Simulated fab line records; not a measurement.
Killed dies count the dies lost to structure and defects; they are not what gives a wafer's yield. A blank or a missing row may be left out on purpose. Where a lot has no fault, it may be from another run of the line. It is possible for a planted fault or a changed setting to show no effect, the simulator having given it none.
A single fault, viewed from 3 desks | flow n5 finfet | each desk holds nothing but its own numbers, with what lay behind them at the end

== FROM THE METROLOGY DESK ==
What the gauges read for every lot (on any tool): the sampled wafers with a number, averaged. If a lot's mean is further than 4 standard deviations from the usual mean, the lot is out of limits and carries the mark OUT (the distance appears in the brackets).
Columns: A = M13_THK at N5_BEOL_M13_THK_MEAS_50, usual 419 nm; B = M13_RS at N5_BEOL_M13_RS_MEAS_54, usual 0.0450 ohm/sq; C = M14_ILD_THK at N5_BEOL_M14_THK_MEAS_01, usual 1112 nm; D = cd nm at N5_BEOL_M14_CD_MEAS_10, usual 250.1 nm; E = V13_OVL at N5_BEOL_M14_OVL_MEAS_11, usual 1 nm
lot  | first seen here | A   | B      | C    | D     | E
L538 | day 11 11:04    | 416 | 0.0449 | 1096 | 251.0 | -1
L543 | day 12 05:13    | 417 | 0.0446 | 1111 | 248.5 | 2
L547 | day 12 18:59    | 421 | 0.0454 | 1113 | 250.7 | 4
L545 | day 12 20:15    | 419 | 0.0453 | 1110 | 249.7 | 9
L552 | day 14 11:04    | 417 | 0.0451 | 1137 | 248.4 | 1
L554 | day 15 09:03    | 423 | 0.0452 | 1114 | 251.3 | -0
Finding of this desk: none of the 6 lots has anything out of limits.

== TOOL OWNER'S DESK, litho track-04 ==
The tool's own readings at N5_BEOL_M14_COAT_58 (time 60 s, resist thk 89 nm): means of the sampled wafers that have a number, for each lot that ran on this tool. If a lot's mean is further than 4 standard deviations from the usual mean, the lot is out of limits and carries the mark OUT (the distance appears in the brackets).
Columns: A = heater power total W at N5_BEOL_M14_COAT_58, usual 391.8 W; B = plate temp C at N5_BEOL_M14_COAT_58, usual 205.01 C; C = spin speed rpm at N5_BEOL_M14_COAT_58, usual 1499.7 rpm
lot  | first seen here | A     | B      | C
L538 | day 11 11:29    | 393.5 | 204.86 | 1500.4
L547 | day 12 19:23    | 392.1 | 205.00 | 1781.6 (+99 or more) OUT
L545 | day 12 20:44    | 390.4 | 204.88 | 1782.4 (+99 or more) OUT
This desk's verdict: out of limits on L545, L547, starting with L547 at day 12 19:23 (spin speed rpm at N5_BEOL_M14_COAT_58). L538: within limits.

== THE DEFECT DESK ==
What the inspections along the route counted, lot by lot: means of the sampled wafers that have a number. If a lot's mean is further than 4 standard deviations from the usual mean, the lot is out of limits and carries the mark OUT (the distance appears in the brackets).
Columns: A = raw defect count at N5_BEOL_M13_INSPECT_55, usual 68; B = raw defect count at N5_BEOL_M14_INSPECT_12, usual 2.3
lot  | first seen here | A  | B
L538 | day 11 11:14    | 73 | 3.7
L543 | day 12 05:22    | 62 | 2.7
L547 | day 12 19:08    | 66 | 2.7
L545 | day 12 20:25    | 58 | 2.3
L552 | day 14 11:13    | 77 | 1.7
L554 | day 15 09:12    | 69 | 3.7
Finding of this desk: none of the 6 lots has anything out of limits.

== PUT TOGETHER ==
The tool owner's desk could have raised an alarm at day 12 19:23, on L545, L547.
Metrology desk: nothing out of limits seen.
Nothing the defect desk looked at was out of limits.
The metrology desk has L545, L547 on record, within its limits.
The defect desk has L545, L547 on record, within its limits.
N5_BEOL_M14_COAT_58 was run on litho track-04 by each of the lots named.

== WHAT THE SIMULATOR PUT IN ==
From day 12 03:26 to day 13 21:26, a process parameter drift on litho track-04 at N5_BEOL_M14_COAT_58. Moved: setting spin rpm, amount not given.
Shown lots that were struck: L545, L547.
Time in hours from fault onset to the first out-of-limits reading at each desk: the tool owner's desk, 16.
